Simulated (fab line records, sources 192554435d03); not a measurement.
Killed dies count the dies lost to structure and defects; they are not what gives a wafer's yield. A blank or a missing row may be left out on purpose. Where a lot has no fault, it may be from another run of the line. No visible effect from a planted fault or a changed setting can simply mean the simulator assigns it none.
Split-lot study | flow n5_finfet | 21 wafers read from 7 lots, route of 1938 steps

## ON THE SPLIT
At N5_BEOL_M7_ETCH_61 (etches SiARC in CF4, target depth 45.5 nm, time 75.8 s), the setting source_w was moved away from the recipe's 545 W on 6 of the 21 wafers read, by -11.6% to +13.7%. All remaining wafers had this setting at the recipe value.

Reading taken at the split's own step.

## THE READING
rf_vpp_V, in V, at N5_BEOL_M7_ETCH_61 (etches SiARC in CF4, target depth 45.5 nm, time 75.8 s). A value of 184.2 V with a standard deviation of 1 V is what fault-free wafers of this fab line usually give.

wafer  | tool, chamber at the split | source_w as run, W | against the recipe | rf_vpp_V, V | against lot-mates on the recipe
L077.1 | rie_diel-05, 2             | 545                | recipe             | 184.9       | -
L077.4 | rie_diel-05, 1             | 545                | recipe             | 185.5       | -
L077.6 | rie_diel-05, 2             | 486.1              | -10.8%             | 191.0       | +5.8
L079.3 | rie_diel-05, 0             | 545                | recipe             | 184.4       | -
L079.5 | rie_diel-05, 3             | 545                | recipe             | 184.4       | -
L079.6 | rie_diel-05, 1             | 545                | recipe             | 186.3       | -
L080.2 | rie_diel-05, 0             | 545                | recipe             | 184.2       | -
L080.3 | rie_diel-05, 3             | 619.4              | +13.7%             | 176.4       | -7.7
L080.4 | rie_diel-05, 0             | 545                | recipe             | 183.9       | -
L083.3 | rie_diel-06, 2             | 545                | recipe             | 183.3       | -
L083.4 | rie_diel-06, 3             | 545                | recipe             | 184.0       | -
L083.5 | rie_diel-06, 3             | 606.3              | +11.2%             | 177.1       | -6.6
L085.1 | rie_diel-05, 1             | 545                | recipe             | 185.3       | -
L085.5 | rie_diel-05, 2             | 545                | recipe             | 183.7       | -
L085.6 | rie_diel-05, 3             | 545                | recipe             | 185.1       | -
L088.1 | rie_diel-06, 0             | 616.7              | +13.2%             | 175.0       | -8.6
L088.5 | rie_diel-06, 2             | 545                | recipe             | 183.9       | -
L088.6 | rie_diel-06, 1             | 545                | recipe             | 183.2       | -
L090.1 | rie_diel-03, 3             | 481.8              | -11.6%             | 192.6       | +8.2
L090.3 | rie_diel-03, 0             | 545                | recipe             | 184.4       | -
L090.4 | rie_diel-03, 3             | 481.8              | -11.6%             | 192.1       | +7.7

THE FIT
A straight line over all 21 wafers: rf_vpp_V changes by -0.655 V for each +1% of source_w; r = -0.98; the points scatter about the line by 0.8 V.
The same after taking each lot's own level away (the mean of its wafers on the recipe; 21 wafers): -0.617 V for each +1%; r = -0.99; scatter 0.63 V.
On that fit, the largest move of source_w shifts the reading by 8.4 V.
From 183.55 to 185.20 V: that is the span of the lots' own levels, equal to 1.6 times the standard deviation above.
The two slopes are in agreement: the lot-to-lot level therefore moves the slope only a little.
Check: with one of the wafers moved furthest among these (+13.7%) left out of the fit, the line predicts -8.6 V for it against its lot-mates. Against them it came out at -7.65 V.
Tool readings at the split's step, against how far the setting was moved: etch_rf_on_time_s r = -0.96; rf_vpp_V r = -0.98.

## OTHER SPLITS APPLIED TO THESE WAFERS
Note: prior to the reading, these wafers also went through further splits. Each is held against what the fit with the lots' levels taken away leaves over:
other split on the same wafers | wafers away from the commonest value | r with rf_vpp_V (lot level and that fit taken away)
N5_BEOL_M3_ILD_DEP_00 time_s   | 7                                    | +0.16
N5_BEOL_M3_COAT_05 spin_rpm    | 2                                    | +0.00
N5_BEOL_M4_COAT_62 spin_rpm    | 6                                    | -0.37
N5_BEOL_M5_COAT_71 spin_rpm    | 4                                    | -0.12
N5_BEOL_M7_PECVD_70 time_s     | 5                                    | +0.04
N5_BEOL_M7_COAT_05 spin_rpm    | 5                                    | -0.11

## THE WHOLE CHAIN: every reading that the file lists as answering this split, in the file's order
step               | what it does                                           | reading           | change (the file's fit)              | r (the file's)
N5_BEOL_M7_ETCH_61 | etches SiARC in CF4, target depth 45.5 nm, time 75.8 s | etch_rf_on_time_s | withheld for each +1% of the setting | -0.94
N5_BEOL_M7_ETCH_61 | etches SiARC in CF4, target depth 45.5 nm, time 75.8 s | rf_vpp_V          | -0.603 V for each +1% of the setting | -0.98

## FILE'S OWN FIT
rf_vpp_V changes by -0.603 V for each +1% of source_w, r = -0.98.
